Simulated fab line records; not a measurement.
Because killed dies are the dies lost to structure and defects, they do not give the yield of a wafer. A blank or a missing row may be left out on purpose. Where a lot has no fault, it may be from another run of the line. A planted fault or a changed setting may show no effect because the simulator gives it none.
fab line records -- flow n5Finfet
[record] lots = 11, wafers = 30, lastDay = 16
route steps=1938 shown BEOL_M2@901 BEOL_M4@1111 PASSIVATION@1936
lots that met no fault: taken from a fault-free run of the same line
startH: start of the lot's first displayed wafer, in hours after the record's first day -- waitH: hours elapsed since this lot's preceding step -- " unchanged from the row above -- L1.1+2: a single row standing in for several wafers -- - value missing, or start not given -- * or withheld: withheld -- < > ~ a bound
route shown NAME@n: a module of which the file shows steps, and the number in the route of the first -- usual: average and standard deviation across the fault-free wafers -- same: alike in all rows -- chamber/n: place in a boat -- sites: per-site readings -- _std_site: standard deviation of those values -- _edge_site: inner sites' mean taken away from outer sites' mean -- radiusMm: for every site, how far away it sits from the centre of the wafer -- mask NAME#n: copy n -- behind: tool/chamber where the wafer was last shaped -- hold: cause of the lot's hold/its duration in hours/its outcome -- device: whichever transistor did not switch (one of n, p or np) -- end of line: at the end of the route, the tests of the same wafers -- a step without rows: its recipe alone -- killed: not the wafer's yield, but the dies lost to structure and defects at the first sort -- map: the dies of a wafer, with x for killed, . for not killed, _ for no die there
set.NAME: the setting that was run; set.NAME@STEP: the one run at that earlier step -- model.NAME: the simulator's own value behind a step, which no gauge read
steps of the route over a sample of lots; a table a step, a row a wafer
services: from which hour (startH, from the record's first day; less than 0 if before it) a tool's chamber was out of use, for how many hours, and why
[[steps]]
[step N5_BEOL_M2_ALD_84]
[recipe] material = TaN, targetThkA = *, tempC = 275, aldPrecursorFamily = PDMAT, aldCoReactant = NH3, pressureTorr = 3, carrierFlowSccm = 1500, pulseTimeS = 2, purgeTimeS = 3, coReactantPurgeTimeS = 2, coReactantPulseTimeS = 3, aldCycles = 30, precursorVesselTempC = 75, precursorVesselPressureTorr = 26.25, precursorVesselCarrierSccm = 1000
[usual] heaterPowerW = 421/46
[same] coReactantPulseTimeS = 3, pulseTimeS = 2
lot.wafer,tool,chamber,startH,waitH,heaterPowerW
L969.4,aldMetal-02,1,140.85,0.0,412
L969.6,aldMetal-02,3,140.85,0.0,427
L970.1,aldMetal-03,1,150.32,0.1,480
L970.2,aldMetal-03,2,150.32,0.1,473
L970.4,aldMetal-03,0,150.32,0.1,422
L971.2,aldMetal-02,0,165.77,0.0,411
L971.3,aldMetal-02,1,165.77,0.0,417
L973.1,aldMetal-03,0,169.05,0.2,424
L973.4,aldMetal-03,3,169.05,0.2,352
L973.5,aldMetal-03,1,169.05,0.2,496
L976.2,aldMetal-03,2,178.67,0.3,457
L976.3,aldMetal-03,0,178.67,0.3,422
L976.5,aldMetal-03,3,178.67,0.3,353
L977.3,aldMetal-04,0,192.41,0.0,495
L977.4,aldMetal-04,3,192.41,0.0,403
L977.6,aldMetal-04,0,192.41,0.0,499
L978.5,aldMetal-02,0,192.79,0.1,418
L978.6,aldMetal-02,1,192.79,0.1,415
L979.2,aldMetal-03,2,199.47,0.0,460
L979.4,aldMetal-03,3,199.47,0.0,354
L979.6,aldMetal-03,2,199.47,0.0,454
L980.1,aldMetal-04,2,219.98,0.0,349
L980.2,aldMetal-04,1,219.98,0.0,466
L980.6,aldMetal-04,1,219.98,0.0,463
L983.1,aldMetal-03,0,233.09,0.1,416
L983.2,aldMetal-03,1,233.09,0.1,490
L983.3,aldMetal-03,3,233.09,0.1,352
L985.1,aldMetal-04,3,250.91,0.0,406
L985.3,aldMetal-04,0,250.91,0.0,501
L985.5,aldMetal-04,2,250.91,0.0,353
[step N5_BEOL_M2_SPUTTER_48]
[recipe] material = Cu, targetThkA = 45, tempC = -20, chamberPressurePa = 0.07, powerW = withheld, timeS = 8.29
[usual] chamberPressurePa = 0.07001/0.00013, throttleValvePct = 30.3/0.94
lot.wafer,tool,chamber,startH,waitH,chamberPressurePa,throttleValvePct
L969.4,pvdSputter-03,-,141.34,0.0,0.07013,29.9
L969.6,pvdSputter-03,-,141.34,0.0,0.06977,30.8
L970.1,pvdSputter-01,-,152.33,1.5,0.06991,28.6
L970.2,pvdSputter-01,-,152.33,1.5,0.06999,30.4
L970.4,pvdSputter-01,-,152.33,1.5,0.07012,31.7
L971.2,pvdSputter-03,-,166.30,0.1,0.06975,30.8
L971.3,pvdSputter-03,-,166.30,0.1,0.0702,31.5
L973.1,pvdSputter-03,-,169.60,0.1,0.07004,29.8
L973.4,pvdSputter-03,-,169.60,0.1,0.06979,31.4
L973.5,pvdSputter-03,-,169.60,0.1,0.07014,30.4
L976.2,pvdSputter-03,-,179.34,0.1,0.06996,31.5
L976.3,pvdSputter-03,-,179.34,0.1,0.07003,29.0
L976.5,pvdSputter-03,-,179.34,0.1,0.06997,31.6
L977.3,pvdSputter-03,-,192.98,0.1,0.07009,30.2
L977.4,pvdSputter-03,-,192.98,0.1,0.06981,29.6
L977.6,pvdSputter-03,-,192.98,0.1,0.06972,28.9
L978.5,pvdSputter-01,-,193.25,0.1,0.07019,30.4
L978.6,pvdSputter-01,-,193.25,0.1,0.06996,30.1
L979.2,pvdSputter-02,-,199.98,0.1,0.06992,29.3
L979.4,pvdSputter-02,-,199.98,0.1,0.07001,29.9
L979.6,pvdSputter-02,-,199.98,0.1,0.07004,32.1
L980.1,pvdSputter-03,-,220.50,0.1,0.06982,29.1
L980.2,pvdSputter-03,-,220.50,0.1,0.07006,31.4
L980.6,pvdSputter-03,-,220.50,0.1,0.06999,31.5
L983.1,pvdSputter-03,-,233.80,0.2,0.0698,31.5
L983.2,pvdSputter-03,-,233.80,0.2,0.06991,30.8
L983.3,pvdSputter-03,-,233.80,0.2,0.06989,29.2
L985.1,pvdSputter-03,-,251.48,0.1,0.06985,30.7
L985.3,pvdSputter-03,-,251.48,0.1,0.07012,29.9
L985.5,pvdSputter-03,-,251.48,0.1,0.07026,31.9
[step N5_BEOL_M2_SPUTTER_79]
[recipe] material = Cu, targetThkA = 45, tempC = -20, chamberPressurePa = 0.07, powerW = withheld, timeS = 8.29
[usual] chamberPressurePa = 0.07001/0.00014, throttleValvePct = 30.3/0.92
lot.wafer,tool,chamber,startH,waitH,chamberPressurePa,throttleValvePct
L969.4,pvdSputter-03,-,141.56,0.1,0.07008,29.5
L969.6,pvdSputter-03,-,141.56,0.1,0.06992,30.7
L970.1,pvdSputter-01,-,152.55,0.1,0.0701,28.5
L970.2,pvdSputter-01,-,152.55,0.1,0.07009,30.4
L970.4,pvdSputter-01,-,152.55,0.1,0.06988,31.6
L971.2,pvdSputter-03,-,166.52,0.1,0.07019,30.7
L971.3,pvdSputter-03,-,166.52,0.1,0.06972,31.3
L973.1,pvdSputter-03,-,169.82,0.1,0.07018,29.8
L973.4,pvdSputter-03,-,169.82,0.1,0.07007,31.6
L973.5,pvdSputter-03,-,169.82,0.1,0.06978,30.7
L976.2,pvdSputter-03,-,179.56,0.1,0.07004,31.3
L976.3,pvdSputter-03,-,179.56,0.1,0.06986,28.8
L976.5,pvdSputter-03,-,179.56,0.1,0.06998,31.5
L977.3,pvdSputter-03,-,193.20,0.1,0.0697,30.6
L977.4,pvdSputter-03,-,193.20,0.1,0.07018,29.7
L977.6,pvdSputter-03,-,193.20,0.1,0.07007,29.1
L978.5,pvdSputter-01,-,193.47,0.0,0.0701,30.6
L978.6,pvdSputter-01,-,193.47,0.0,0.06989,30.1
L979.2,pvdSputter-02,-,200.20,0.1,0.07005,29.4
L979.4,pvdSputter-02,-,200.20,0.1,0.06983,29.9
L979.6,pvdSputter-02,-,200.20,0.1,0.07019,31.7
L980.1,pvdSputter-03,-,220.72,0.1,0.07025,29.2
L980.2,pvdSputter-03,-,220.72,0.1,0.06992,31.2
L980.6,pvdSputter-03,-,220.72,0.1,0.06993,31.4
L983.1,pvdSputter-03,-,234.02,0.1,0.06543,32.6
L983.2,pvdSputter-03,-,234.02,0.1,0.06556,31.5
L983.3,pvdSputter-03,-,234.02,0.1,0.06556,30.2
L985.1,pvdSputter-03,-,251.70,0.1,0.06538,31.7
L985.3,pvdSputter-03,-,251.70,0.1,0.06547,30.7
L985.5,pvdSputter-03,-,251.70,0.1,0.06536,32.3
[step N5_BEOL_M2_SPUTTER_90]
[recipe] material = Cu, targetThkA = 45, tempC = -20, chamberPressurePa = 0.07, powerW = withheld, timeS = 8.29
[usual] chamberPressurePa = 0.07002/0.00014, throttleValvePct = 30.3/0.93
lot.wafer,tool,chamber,startH,waitH,chamberPressurePa,throttleValvePct
L969.4,pvdSputter-03,-,142.44,0.1,0.07001,29.8
L969.6,pvdSputter-03,-,142.44,0.1,0.07028,31.0
L970.1,pvdSputter-01,-,153.43,0.1,0.06994,28.6
L970.2,pvdSputter-01,-,153.43,0.1,0.06993,30.6
L970.4,pvdSputter-01,-,153.43,0.1,0.07016,31.5
L971.2,pvdSputter-03,-,167.40,0.1,0.06998,30.8
L971.3,pvdSputter-03,-,167.40,0.1,0.07042,31.6
L973.1,pvdSputter-03,-,170.70,0.1,0.06993,29.7
L973.4,pvdSputter-03,-,170.70,0.1,0.07009,31.4
L973.5,pvdSputter-03,-,170.70,0.1,0.06992,30.8
L976.2,pvdSputter-03,-,180.44,0.1,0.06998,31.5
L976.3,pvdSputter-03,-,180.44,0.1,0.06985,28.8
L976.5,pvdSputter-03,-,180.44,0.1,0.06993,31.5
L977.3,pvdSputter-03,-,194.08,0.1,0.06985,30.9
L977.4,pvdSputter-03,-,194.08,0.1,0.0701,29.6
L977.6,pvdSputter-03,-,194.08,0.1,0.07008,28.9
L978.5,pvdSputter-01,-,194.35,0.0,0.07007,30.1
L978.6,pvdSputter-01,-,194.35,0.0,0.07004,29.9
L979.2,pvdSputter-02,-,201.08,0.1,0.07001,29.4
L979.4,pvdSputter-02,-,201.08,0.1,0.06996,30.0
L979.6,pvdSputter-02,-,201.08,0.1,0.0702,32.0
L980.1,pvdSputter-03,-,221.60,0.1,0.07012,28.9
L980.2,pvdSputter-03,-,221.60,0.1,0.06982,31.2
L980.6,pvdSputter-03,-,221.60,0.1,0.06989,31.4
L983.1,pvdSputter-03,-,234.90,0.1,0.07004,31.5
L983.2,pvdSputter-03,-,234.90,0.1,0.07009,30.6
L983.3,pvdSputter-03,-,234.90,0.1,0.0703,29.4
L985.1,pvdSputter-03,-,252.58,0.1,0.07008,30.6
L985.3,pvdSputter-03,-,252.58,0.1,0.07001,29.6
L985.5,pvdSputter-03,-,252.58,0.1,0.07027,31.2
[step N5_BEOL_M4_RC_MEAS_101]
[usual] DIBL_N = 36.1/2, DIBL_P = 36.3/2.5, IOFF_N = 0.16/0.037, IOFF_P = 0.21/0.039, ION_N = 678/15, ION_P = 465/8.7, SS_N = 71.4/0.7, SS_P = 73.3/0.74, VT_N = 249/3.6, VT_P = -250.0/2.9
lot.wafer,tool,chamber,startH,waitH,DIBL_N[mV/V],DIBL_P[mV/V],IOFF_N[nA/um],IOFF_P[nA/um],ION_N[uA/um],ION_P[uA/um],SS_N[mV/dec],SS_P[mV/dec],VT_N[mV],VT_P[mV]
L969.4,prober-01,0,162.15,0.5,35.5,36.4,0.16,0.26,669,475,72.2,73.6,251,-243.3
L969.6,prober-01,0,162.15,0.5,33.2,33.5,0.11,0.20,649,462,71.1,72.7,257,-247.6
L970.1,prober-02,0,178.41,0.0,38.3,39.1,0.24,0.29,711,482,71.9,73.6,241,-245.8
L970.2,prober-02,0,178.41,0.0,35.3,35.5,0.16,0.22,670,465,71.7,71.8,249,-248.4
L970.4,prober-02,0,178.41,0.0,35.2,36.0,0.16,0.23,671,465,71.8,72.8,245,-249.0
L971.2,prober-01,0,191.52,0.2,35.7,35.4,0.14,0.17,675,457,70.6,73.0,254,-255.2
L971.3,prober-01,0,191.52,0.2,37.6,37.8,0.18,0.22,674,460,72.1,74.7,249,-249.7
L973.1,prober-01,0,195.83,0.0,37.2,35.6,0.17,0.23,688,472,71.7,74.1,249,-251.1
L973.4,prober-01,0,195.83,0.0,39.2,36.4,0.20,0.25,681,459,72.3,73.8,247,-249.6
L973.5,prober-01,0,195.83,0.0,38.7,36.8,0.18,0.26,688,473,72.6,73.2,249,-251.2
L976.2,prober-02,0,199.78,0.2,32.3,30.4,0.09,0.14,653,459,70.1,71.2,257,-253.7
L976.3,prober-02,0,199.78,0.2,34.5,33.9,0.12,0.18,666,465,71.4,73.0,251,-250.1
L976.5,prober-02,0,199.78,0.2,37.8,38.5,0.17,0.25,672,467,71.9,73.8,248,-247.8
L977.3,prober-02,0,233.23,0.3,38.9,40.1,0.20,0.21,675,456,72.3,73.5,250,-253.0
L977.4,prober-02,0,233.23,0.3,35.9,37.6,0.15,0.18,673,453,71.5,72.7,252,-254.6
L977.6,prober-02,0,233.23,0.3,36.7,38.4,0.16,0.19,670,452,72.0,72.8,252,-253.3
L978.5,prober-01,0,234.30,0.6,33.9,33.0,0.12,0.17,663,464,71.1,72.9,255,-251.0
L978.6,prober-01,0,234.30,0.6,37.4,38.3,0.17,0.26,678,469,71.9,74.4,249,-245.3
L979.2,prober-02,0,238.91,0.2,34.5,33.9,0.13,0.19,677,467,71.6,73.5,249,-249.3
L979.4,prober-02,0,238.91,0.2,36.6,35.8,0.16,0.22,685,462,72.0,73.9,246,-250.9
L979.6,prober-02,0,238.91,0.2,36.0,35.6,0.16,0.21,683,465,71.9,73.1,247,-249.6
L980.1,prober-01,0,255.86,0.0,34.2,32.9,0.12,0.19,666,463,70.9,72.2,253,-250.1
L980.2,prober-01,0,255.86,0.0,35.7,34.2,0.14,0.20,675,466,71.2,73.9,252,-249.2
L980.6,prober-01,0,255.86,0.0,39.3,38.5,0.20,0.28,667,456,73.3,73.9,247,-248.1
L983.1,prober-01,0,268.83,0.0,38.4,37.4,0.20,0.24,668,460,72.1,74.1,250,-247.2
L983.2,prober-01,0,268.83,0.0,33.5,33.7,0.13,0.19,669,463,70.5,73.0,251,-248.7
L983.3,prober-01,0,268.83,0.0,37.6,38.1,0.20,0.26,702,478,71.5,74.3,245,-247.0
L985.1,prober-02,0,283.95,0.0,32.4,32.2,0.11,0.13,660,448,70.8,71.7,252,-256.9
L985.3,prober-02,0,283.95,0.0,35.0,36.2,0.15,0.18,670,458,71.6,73.5,250,-254.3
L985.5,prober-02,0,283.95,0.0,32.9,34.0,0.13,0.16,675,461,70.4,71.8,248,-254.9
[step N5_PASSIVATION_PROBE_49]
[usual] defectLimitedYield = 91.1/1.3, killed_at_M0_to_M3 = 32/9.7, killed_at_M4_up = 16/6, killedAtContacts = 12/5.9, killedAtFrontEnd = 41/11, killedAtOther = 4/3.1, killedDies = 104/16, killedOnRim = 14/4, killedOpen = 68/12, killedShort = 34/7.4, sort_bin_5_function = 5.1/0.85, sort_bin_6_memory = 3.3/0.66, sort_bin_8_speed = 0.1/0.53, sortNPass = 1075/16, sortYieldPct = 91.1/1.4
[same] grossDies = 1180, killedAtBackSide = 0, sort_bin_4_leakage[%] = 0
lot.wafer,tool,chamber,startH,waitH,defectLimitedYield[%],killed_at_M0_to_M3,killed_at_M4_up,killedAtContacts,killedAtFrontEnd,killedAtOther,killedDies,killedOnRim,killedOpen,killedShort,sort_bin_5_function[%],sort_bin_6_memory[%],sort_bin_8_speed[%],sortNPass,sortYieldPct[%]
L969.4,prober-01,-,285.25,0.3,91.4,42,12,9,32,7,102,10,59,37,4.9,3.4,0,1078,91.4
L969.6,prober-01,-,285.35,0.4,93.0,21,4,14,44,0,83,6,60,23,4.2,2.6,0.3,1093,92.6
L976.2,prober-01,-,321.42,0.1,89.2,48,15,23,34,7,127,14,79,42,5.8,4.4,0,1053,89.2
L976.3,prober-01,-,321.47,0.1,92.0,31,24,12,26,1,94,12,53,41,4.8,2.9,0,1086,92.0
L976.5,prober-01,-,321.57,0.2,92.7,27,19,9,25,6,86,12,63,23,4.2,2.9,0,1094,92.7
L977.3,prober-01,-,332.30,0.1,92.6,19,18,18,27,5,87,11,57,28,5.0,2.2,0,1093,92.6
L977.4,prober-01,-,332.35,0.2,91.1,21,20,11,53,0,105,16,58,46,5.8,2.7,0,1075,91.1
L977.6,prober-01,-,332.45,0.3,90.4,29,20,15,47,2,113,16,67,39,5.3,3.4,0,1067,90.4
L983.1,prober-01,-,370.58,0.0,90.8,28,15,14,51,1,109,24,66,39,5.6,3.1,0,1071,90.8
L983.2,prober-01,-,370.63,0.1,91.1,11,30,5,57,2,105,10,74,27,5.0,3.8,0,1075,91.1
L983.3,prober-01,-,370.68,0.1,89.6,31,17,15,60,0,123,19,86,27,5.8,3.7,0,1057,89.6
L985.1,prober-02,-,394.65,0.0,93.7,15,16,12,29,2,74,12,51,22,3.5,2.8,0.1,1105,93.6
L985.3,prober-02,-,394.75,0.1,91.4,21,16,12,49,3,101,11,67,34,5.5,2.6,0,1079,91.4
L985.5,prober-02,-,394.85,0.2,91.9,25,17,8,34,11,95,14,63,32,4.7,2.8,0,1085,91.9
// killed by level:class
L969.4 BEOL_M0:geometricParticle:short=11 STI_FIN_REVEAL:geometricParticle:open=9 BEOL_M0_SAQP:geometricParticle:short=8 BEOL_M0_SAQP:geometricParticle:open=8 BEOL_M0:geometricParticle:open=8 FIN_SAQP:geometricParticle:open=5 MOL_CONTACT_COAG:geometricParticle:open=5 DUMMY_GATE:geometricParticle:open=4
L969.6 MOL_CONTACT_COAG:geometricParticle:open=13 FIN_SAQP:geometricParticle:open=10 STI_FIN_REVEAL:geometricParticle:open=9 BEOL_M0_SAQP:geometricParticle:open=5 BEOL_M1:geometricParticle:open=5 STARTING-WAFER:geometricParticle:open=5 FIN_SAQP:geometricParticle:short=4 GATE_CUT:geometricParticle:short=4
L976.2 MOL_CONTACT_COAG:geometricParticle:open=17 BEOL_M2:geometricParticle:open=12 STI_FIN_REVEAL:geometricParticle:open=11 BEOL_M0_SAQP:geometricParticle:short=10 BEOL_M0_SAQP:geometricParticle:open=8 MOL_CONTACT_COAG:geometricParticle:short=6 BEOL_M2:geometricParticle:short=5 FIN_SAQP:geometricParticle:short=4
L976.3 STI_FIN_REVEAL:geometricParticle:open=15 MOL_CONTACT_COAG:geometricParticle:open=9 BEOL_M0_SAQP:geometricParticle:short=9 BEOL_M4:geometricParticle:short=9 BEOL_M1:geometricParticle:open=5 FIN_SAQP:geometricParticle:open=4 BEOL_M0_SAQP:geometricParticle:open=4 MOL_CONTACT_COAG:geometricParticle:short=3
L976.5 BEOL_M4:geometricParticle:open=10 BEOL_M2:geometricParticle:open=9 MOL_CONTACT_COAG:geometricParticle:open=8 BEOL_M0_SAQP:geometricParticle:open=5 FIN_SAQP:geometricParticle:short=4 BEOL_M3:geometricParticle:open=4 BEOL_M8:geometricParticle:open=4 STARTING-WAFER:geometricParticle:short=4
L977.3 MOL_CONTACT_COAG:geometricParticle:open=15 FIN_SAQP:geometricParticle:short=11 BEOL_M4:geometricParticle:open=8 BEOL_M0_SAQP:geometricParticle:open=6 FIN_SAQP:geometricParticle:open=4 ILD0:geometricParticle:open=3 MOL_CONTACT_COAG:geometricParticle:short=3 BEOL_M0_SAQP:geometricParticle:short=3
L977.4 FIN_SAQP:geometricParticle:short=20 MOL_CONTACT_COAG:geometricParticle:open=10 BEOL_M4:geometricParticle:open=8 FIN_SAQP:geometricParticle:open=6 STARTING-WAFER:geometricParticle:short=5 BEOL_M2:geometricParticle:open=4 GATE_CUT:geometricParticle:short=4 BEOL_M0_SAQP:geometricParticle:open=4
L977.6 FIN_SAQP:geometricParticle:short=13 MOL_CONTACT_COAG:geometricParticle:open=13 FIN_SAQP:geometricParticle:open=9 BEOL_M0_SAQP:geometricParticle:short=9 DUMMY_GATE:geometricParticle:open=8 BEOL_M2:geometricParticle:open=6 BEOL_M0_SAQP:geometricParticle:open=5 BEOL_M4:geometricParticle:short=4
L983.1 FIN_SAQP:geometricParticle:open=17 FIN_SAQP:geometricParticle:short=15 MOL_CONTACT_COAG:geometricParticle:open=12 BEOL_M2:geometricParticle:open=10 BEOL_M4:geometricParticle:open=7 BEOL_M0_SAQP:geometricParticle:short=6 BEOL_M2:geometricParticle:short=5 GATE_CUT:geometricParticle:open=4
L983.2 BEOL_M4:geometricParticle:open=17 FIN_SAQP:geometricParticle:open=16 FIN_SAQP:geometricParticle:short=13 MOL_CONTACT_COAG:geometricParticle:open=5 STI_FIN_REVEAL:geometricParticle:open=5 GATE_CUT:geometricParticle:open=5 STARTING-WAFER:geometricParticle:open=5 BEOL_M5:geometricParticle:open=5
L983.3 FIN_SAQP:geometricParticle:open=12 MOL_CONTACT_COAG:geometricParticle:open=11 BEOL_M2:geometricParticle:open=11 STI_FIN_REVEAL:geometricParticle:open=10 HKMG_FIN:areaEtch=9 FIN_SAQP:geometricParticle:short=7 BEOL_M1:geometricParticle:open=7 DUMMY_GATE:geometricParticle:open=6
L985.1 MOL_CONTACT_COAG:geometricParticle:open=10 STI_FIN_REVEAL:geometricParticle:open=8 FIN_SAQP:geometricParticle:open=5 BEOL_M4:geometricParticle:open=5 BEOL_M2:geometricParticle:open=4 STARTING-WAFER:geometricParticle:short=4 FIN_SAQP:geometricParticle:short=3 GATE_CUT:geometricParticle:short=3
L985.3 FIN_SAQP:geometricParticle:short=13 FIN_SAQP:geometricParticle:open=12 STI_FIN_REVEAL:geometricParticle:open=10 MOL_CONTACT_COAG:geometricParticle:open=10 BEOL_M4:geometricParticle:open=8 BEOL_M0_SAQP:geometricParticle:open=5 BEOL_M3:geometricParticle:open=5 BEOL_M2:geometricParticle:open=4
L985.5 FIN_SAQP:geometricParticle:open=11 STI_FIN_REVEAL:geometricParticle:open=8 BEOL_M0_SAQP:geometricParticle:short=6 BEOL_M3:geometricParticle:open=6 FIN_SAQP:geometricParticle:short=5 MOL_CONTACT_COAG:geometricParticle:open=5 BEOL_M0_SAQP:geometricParticle:open=5 BEOL_M4:geometricParticle:open=5
[[services]]
tool,chamber,startH,hours,kind
pvdSputter-01,-,118.52,3.9,repair
aldMetal-03,-,129.05,2.8,pm
aldMetal-04,-,143.52,6.0,pm
aldMetal-02,1,151.25,1.7,repair
aldMetal-02,-,151.83,8.7,pm
aldMetal-02,-,178.46,6.0,pm
aldMetal-02,3,226.31,2.8,repair
aldMetal-02,2,249.40,6.7,repair
[[key]]
[firstSign] step = N5_BEOL_M2_SPUTTER_79, reading = chamberPressurePa, direction = down, sigmas = 33, usual = 0.07001, struck = 0.06546
effect none on later readings
metAt N5_BEOL_M2_SPUTTER_79
struckLots L983,L985
notActingAt N5_BEOL_M2_ALD_84,N5_BEOL_M2_SPUTTER_48,N5_BEOL_M2_SPUTTER_90
onsetBetween 220.72 234.02
[fault] kind = processParameterDrift, tool = pvdSputter-03, chamber = -, onsetH = 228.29, steps = N5_BEOL_M2_SPUTTER_79, channel = chamberPressurePa, offset = -0.004563, shape = step, endH = 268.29, actsIn = theseRecipesOnly, stated = 0.07
